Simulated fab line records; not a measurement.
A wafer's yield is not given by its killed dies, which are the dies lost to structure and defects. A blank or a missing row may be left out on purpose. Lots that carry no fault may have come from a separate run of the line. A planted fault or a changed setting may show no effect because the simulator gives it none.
Split-lot trial	flow n5_finfet	route with 1938 steps; 7 lots, 21 wafers read

## THE SPLIT
At N5_BEOL_M12_ETCH_68 (etches SOC in N2/H2, time 285 s), the setting time_s was moved away from the recipe's 285 s on 7 of the 21 wafers read, by -17.3% to +9.6%. This setting was run at the recipe's value on the other wafers.

The reading comes from the split's own step.

## THE READING
SiARC_of_BEOL_M12_COAT_66.thk_nm (the simulator's own value, which no gauge read), in nm, at N5_BEOL_M12_ETCH_68 (etches SOC in N2/H2, time 285 s). There is no usual value for it anywhere in the file. Here, 14 wafers ran the recipe; their average is 86.1 nm with a standard deviation of 0.58 nm.

wafer	tool, chamber at the split	time_s as run, s	against the recipe	SiARC_of_BEOL_M12_COAT_66.thk_nm, nm	against lot-mates on the recipe
L074.3	rie_diel-05, 0	285	recipe	86.2	-
L074.5	rie_diel-05, 0	256.6	-10.0%	88.2	+2.0
L074.6	rie_diel-05, 1	256.6	-10.0%	88.4	+2.2
L081.1	rie_diel-05, 2	285	recipe	86.4	-
L081.6	rie_diel-05, 2	285	recipe	86.4	-
L081.2	rie_diel-05, 3	285	recipe	87	-
L082.2	rie_diel-06, 1	312.5	+9.6%	82.4	-2.8
L082.3	rie_diel-06, 2	285	recipe	85.2	-
L082.4	rie_diel-06, 3	312.5	+9.6%	83.8	-1.4
L089.2	rie_diel-06, 2,0	285	recipe	85.6	-
L089.4	rie_diel-06, 2,0	285	recipe	85.6	-
L089.6	rie_diel-06, 3	285	recipe	86.8	-
L093.2	rie_diel-05, 1	285	recipe	85.2	-
L093.4	rie_diel-05, 3	285	recipe	85.6	-
L093.6	rie_diel-05, 3	285	recipe	85.8	-
L092.1	rie_diel-06, 0	235.8	-17.3%	89.4	+2.6
L092.3	rie_diel-06, 3	285	recipe	86.8	-
L092.5	rie_diel-06, 0	235.8	-17.3%	89.6	+2.8
L096.1	rie_diel-06, 3	241.6	-15.2%	90.4	+4.1
L096.5	rie_diel-06, 3	285	recipe	86.6	-
L096.6	rie_diel-06, 1	285	recipe	86	-
Rows listing several chambers each stand for several wafers; the file does not say which wafer went through which chamber.

THE FIT
A straight line over all 21 wafers: SiARC_of_BEOL_M12_COAT_66.thk_nm changes by -0.24 nm for each +1% of time_s; r = -0.94; the points scatter about the line by 0.64 nm.
The same after taking each lot's own level away (the mean of its wafers on the recipe; 21 wafers): -0.197 nm for each +1%; r = -0.95; scatter 0.51 nm.
Per that fit: largest time_s move, reading shift of 3.4 nm.
The lots' own levels span 85.20 to 86.80 nm, that is 2.8 times the standard deviation above.
So the slope is not independent of the lot-to-lot level: the two fits are not the same.
Check: for one of the wafers moved furthest among these (-17.3%), held out of the fit, the line's prediction against its lot-mates is +3.64 nm. It came out at +2.6 nm against them.

## THESE WAFERS: OTHER SPLITS
Note: prior to the reading, these wafers also went through further splits. Each is held against what the fit with the lots' levels taken away leaves over:
other split on the same wafers	wafers away from the commonest value	r with SiARC_of_BEOL_M12_COAT_66.thk_nm (lot level and that fit taken away)
N5_BEOL_M4_ETCH_70 time_s	9	+0.34
N5_BEOL_M5_COAT_74 spin_rpm	8	+0.01
N5_BEOL_M5_EXPOSE_25 dose_mj	2	+0.17
N5_BEOL_M7_TRENCH_ETCH_37 bias_w	8	-0.09
N5_BEOL_M9_PECVD_70 time_s	9	-0.01
N5_BEOL_M10_COAT_05 spin_rpm	7	+0.05
N5_BEOL_M10_DESCUM_16 time_s	6	+0.29
N5_BEOL_M11_DESCUM_16 time_s	10	-0.05
N5_BEOL_M11_COAT_22 spin_rpm	7	-0.14

## FILE'S OWN FIT
SiARC_of_BEOL_M12_COAT_66.thk_nm changes by -0.208 nm for each +1% of time_s, r = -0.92.
